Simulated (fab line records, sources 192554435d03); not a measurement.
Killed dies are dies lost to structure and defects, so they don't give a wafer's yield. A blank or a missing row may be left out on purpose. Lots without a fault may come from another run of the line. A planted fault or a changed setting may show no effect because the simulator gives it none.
Split-lot experiment | flow n5_finfet | 7 lots, 39 wafers read, on a route of 1938 steps

THE SPLIT
At N5_DUMMY_GATE_EXPOSE_12 (exposes mask GATE, target cd 25 nm), the setting dose_mj was moved away from the recipe's 34 on 15 of the 39 wafers read, by -2.9% to +6.0%. The other wafers ran this setting at the recipe's value.

FROM THE SPLIT TO THE READING: what the file shows between them, 2 steps
- N5_DUMMY_GATE_PEB_13: peb time 60 s
- N5_DUMMY_GATE_DEVELOP_14: develop time 30 s

THE READING
cd_nm, in nm, at N5_DUMMY_GATE_CD_MEAS_15 (target cd 25.8 nm). Fault-free wafers of this fab line usually give 24.99 nm, standard deviation 0.26 nm.

wafer  | tool, chamber at the split | dose_mj as run | against the recipe | cd_nm, nm | against lot-mates on the recipe
L075.1 | euv_scanner-01, 0          | 34             | recipe             | 25.24     | -
L075.2 | euv_scanner-01, 0          | 34             | recipe             | 25.38     | -
L075.3 | euv_scanner-01, 0          | 34             | recipe             | 24.84     | -
L075.4 | euv_scanner-01, 0          | 34             | recipe             | 25.18     | -
L075.5 | euv_scanner-01, 0          | 34             | recipe             | 24.89     | -
L075.6 | euv_scanner-01, 0          | 34             | recipe             | 24.93     | -
L083.1 | euv_scanner-01, 0          | 34             | recipe             | 24.95     | -
L083.2 | euv_scanner-01, 0          | 33.26          | -2.2%              | 25.73     | +0.65
L083.3 | euv_scanner-01, 0          | 34             | recipe             | 25.17     | -
L083.4 | euv_scanner-01, 0          | 34             | recipe             | 25.11     | -
L083.5 | euv_scanner-01, 0          | 33.26          | -2.2%              | 25.24     | +0.16
L083.6 | euv_scanner-01, 0          | 33.26          | -2.2%              | 25.87     | +0.79
L084.1 | euv_scanner-02, 0          | 34             | recipe             | 25.54     | -
L084.2 | euv_scanner-02, 0          | 35.45          | +4.3%              | 24.23     | -0.97
L084.3 | euv_scanner-02, 0          | 35.45          | +4.3%              | 24.33     | -0.87
L084.4 | euv_scanner-02, 0          | 34             | recipe             | 25.13     | -
L084.5 | euv_scanner-02, 0          | 35.45          | +4.3%              | 24.32     | -0.88
L084.6 | euv_scanner-02, 0          | 34             | recipe             | 24.93     | -
L092.1 | euv_scanner-01, 0          | 33             | -2.9%              | 25.58     | +0.44
L092.2 | euv_scanner-01, 0          | 34             | recipe             | 25.51     | -
L092.3 | euv_scanner-01, 0          | 33             | -2.9%              | 25.62     | +0.48
L092.4 | euv_scanner-01, 0          | 33             | -2.9%              | 25.56     | +0.42
L092.5 | euv_scanner-01, 0          | 34             | recipe             | 24.92     | -
L092.6 | euv_scanner-01, 0          | 34             | recipe             | 25.00     | -
L093.1 | euv_scanner-02, 0          | 34             | recipe             | 25.01     | -
L093.2 | euv_scanner-02, 0          | 34             | recipe             | 24.89     | -
L093.4 | euv_scanner-02, 0          | 34             | recipe             | 24.86     | -
L094.1 | euv_scanner-02, 0          | 33.32          | -2.0%              | 25.38     | +0.55
L094.2 | euv_scanner-02, 0          | 33.32          | -2.0%              | 25.50     | +0.67
L094.3 | euv_scanner-02, 0          | 34             | recipe             | 24.89     | -
L094.4 | euv_scanner-02, 0          | 34             | recipe             | 24.95     | -
L094.5 | euv_scanner-02, 0          | 33.32          | -2.0%              | 25.39     | +0.56
L094.6 | euv_scanner-02, 0          | 34             | recipe             | 24.66     | -
L096.1 | euv_scanner-02, 0          | 36.04          | +6.0%              | 23.94     | -1.06
L096.2 | euv_scanner-02, 0          | 34             | recipe             | 25.08     | -
L096.3 | euv_scanner-02, 0          | 34             | recipe             | 24.93     | -
L096.4 | euv_scanner-02, 0          | 36.04          | +6.0%              | 24.32     | -0.68
L096.5 | euv_scanner-02, 0          | 36.04          | +6.0%              | 23.71     | -1.29
L096.6 | euv_scanner-02, 0          | 34             | recipe             | 24.98     | -

THE FIT
A straight line over all 39 wafers: cd_nm changes by -0.184 nm for each +1% of dose_mj; r = -0.91; the points scatter about the line by 0.2 nm.
The same after taking each lot's own level away (the mean of its wafers on the recipe; 39 wafers): -0.19 nm for each +1%; r = -0.92; scatter 0.2 nm.
On that fit, the largest move of dose_mj shifts the reading by 1.1 nm.
The lots' own levels span 24.833 to 25.200 nm, that is 1.4 times the standard deviation above.
So the lot-to-lot level changes the slope little: the two slopes agree.
Check: with one of the wafers moved furthest among these (+6.0%) left out of the fit, the line predicts -1.14 nm for it against its lot-mates. It came out at -1.06 nm against them.

OTHER SPLITS ON THESE WAFERS
These wafers also went through other splits before the reading. Each is held against what the fit with the lots' levels taken away leaves over:
other split on the same wafers | wafers away from the commonest value | r with cd_nm (lot level and that fit taken away)
N5_DUMMY_GATE_HM_DEP_06 time_s | 30                                   | -0.09

THE FILE'S OWN FIT
cd_nm changes by -0.189 nm for each +1% of dose_mj, r = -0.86.
